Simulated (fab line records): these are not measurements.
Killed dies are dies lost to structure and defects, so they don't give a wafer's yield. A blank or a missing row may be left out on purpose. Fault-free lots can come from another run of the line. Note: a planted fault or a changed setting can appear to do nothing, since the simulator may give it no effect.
Lot-split experiment | flow n5-finfet | 21 wafers read from 7 lots, route of 1938 steps

== ABOUT THE SPLIT ==
At N5_BEOL_M5_COAT_66 (time 60 s, resist thk 12 nm), the setting spin-rpm was moved away from the recipe's 1500 rpm on 7 of the 21 wafers read, by -5.7% to +7.9%. For the rest of the wafers, this setting stayed at what the recipe calls for.

== FROM THE SPLIT TO THE READING: what the file shows between them, 5 steps ==
- N5_BEOL_M5_COAT_74: time 60 s, resist thk 5 nm (also split here: temp-c)
- N5_BEOL_M5_COAT_22: resist thk 30 nm
- N5_BEOL_M5_EBR_24
- N5_BEOL_M5_DESCUM_33: chemistry O2, time 7 s
- N5_BEOL_M5_ETCH_75: etches underlayer in N2/H2, target depth 6.5 nm, time 5.2 s

== THE READING ==
etch.depth-nm (the simulator's own value, which no gauge read), in nm, at N5_BEOL_M5_ETCH_67 (etches SiARC in CF4, target depth 15.6 nm, time 26 s). The file does not state a usual value for it. The 14 wafers here that ran the recipe average 11.99 nm, standard deviation 0.03 nm.

wafer  | tool, chamber at the split | spin-rpm as run, rpm | against the recipe | etch.depth-nm, nm | against lot-mates on the recipe
L075.1 | litho-track-03, 0          | 1500                 | recipe             | 12.04             | -
L075.2 | litho-track-03, 0          | 1500                 | recipe             | 11.98             | -
L075.3 | litho-track-03, 0          | 1500                 | recipe             | 12.02             | -
L076.1 | litho-track-03, 0          | 1500                 | recipe             | 11.95             | -
L076.4 | litho-track-03, 0          | 1500                 | recipe             | 11.98             | -
L076.5 | litho-track-03, 0          | 1500                 | recipe             | 12.02             | -
L085.1 | litho-track-01, 0          | 1579                 | +5.3%              | 11.69             | -0.32
L085.3 | litho-track-01, 0          | 1579                 | +5.3%              | 11.69             | -0.32
L085.6 | litho-track-01, 0          | 1500                 | recipe             | 12.01             | -
L087.1 | litho-track-01, 0          | 1618                 | +7.9%              | 11.53             | -0.46
L087.2 | litho-track-01, 0          | 1500                 | recipe             | 12                | -
L087.3 | litho-track-01, 0          | 1500                 | recipe             | 11.98             | -
L089.4 | litho-track-02, 0          | 1500                 | recipe             | 11.97             | -
L089.5 | litho-track-02, 0          | 1500                 | recipe             | 12.02             | -
L089.6 | litho-track-02, 0          | 1500                 | recipe             | 11.99             | -
L090.1 | litho-track-01, 0          | 1415                 | -5.7%              | 12.26             | +0.33
L090.2 | litho-track-01, 0          | 1500                 | recipe             | 11.93             | -
L090.5 | litho-track-01, 0          | 1415                 | -5.7%              | 12.3              | +0.37
L091.3 | litho-track-03, 0          | 1558                 | +3.9%              | 11.77             | -0.25
L091.4 | litho-track-03, 0          | 1558                 | +3.9%              | 11.75             | -0.27
L091.5 | litho-track-03, 0          | 1500                 | recipe             | 12.02             | -

FIT RESULTS
A straight line over all 21 wafers: etch.depth-nm changes by -0.0558 nm for each +1% of spin-rpm; r = -0.99; the points scatter about the line by 0.029 nm.
The same after taking each lot's own level away (the mean of its wafers on the recipe; 21 wafers): -0.0613 nm for each +1%; r = -0.99; scatter 0.021 nm.
On that fit, the largest move of spin-rpm shifts the reading by 0.48 nm.
From 11.930 to 12.020 nm: that is the span of the lots' own levels, equal to 3.0 times the standard deviation above.
Hence the lot-to-lot level has little effect on the slope; both slopes agree.
Check: with one of the wafers moved furthest among these (+7.9%) left out of the fit, the line predicts -0.492 nm for it against its lot-mates. It came out at -0.46 nm against them.

== THE OTHER SPLITS THESE WAFERS WENT THROUGH ==
These wafers also went through other splits before the reading. Each is held against what the fit with the lots' levels taken away leaves over:
other split on the same wafers | wafers away from the commonest value | r with etch.depth-nm (lot level and that fit taken away)
N5_BEOL_M2_EXPOSE_25 dose-mj   | 2                                    | +0.37
N5_BEOL_M3_DESCUM_33 time-s    | 9                                    | -0.25
N5_BEOL_M3_VIA_ETCH_34 bias-w  | 6                                    | +0.02
N5_BEOL_M5_COAT_74 temp-c      | 8                                    | -0.10

== THE WHOLE CHAIN: every reading that the file lists as answering this split, in the file's order ==
step               | what it does                                         | reading                                                                          | change (the file's fit)                | r (the file's)
N5_BEOL_M5_COAT_66 | time 60 s, resist thk 12 nm                          | SiARC_of_BEOL_M5_COAT_66.thk-nm (the simulator's own value, which no gauge read) | -0.0524 nm for each +1% of the setting | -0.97
N5_BEOL_M5_ETCH_67 | etches SiARC in CF4, target depth 15.6 nm, time 26 s | etch.depth-nm (the simulator's own value, which no gauge read)                   | -0.0609 nm for each +1% of the setting | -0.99

== FILE'S OWN FIT ==
etch.depth-nm changes by -0.0609 nm for each +1% of spin-rpm, r = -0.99.
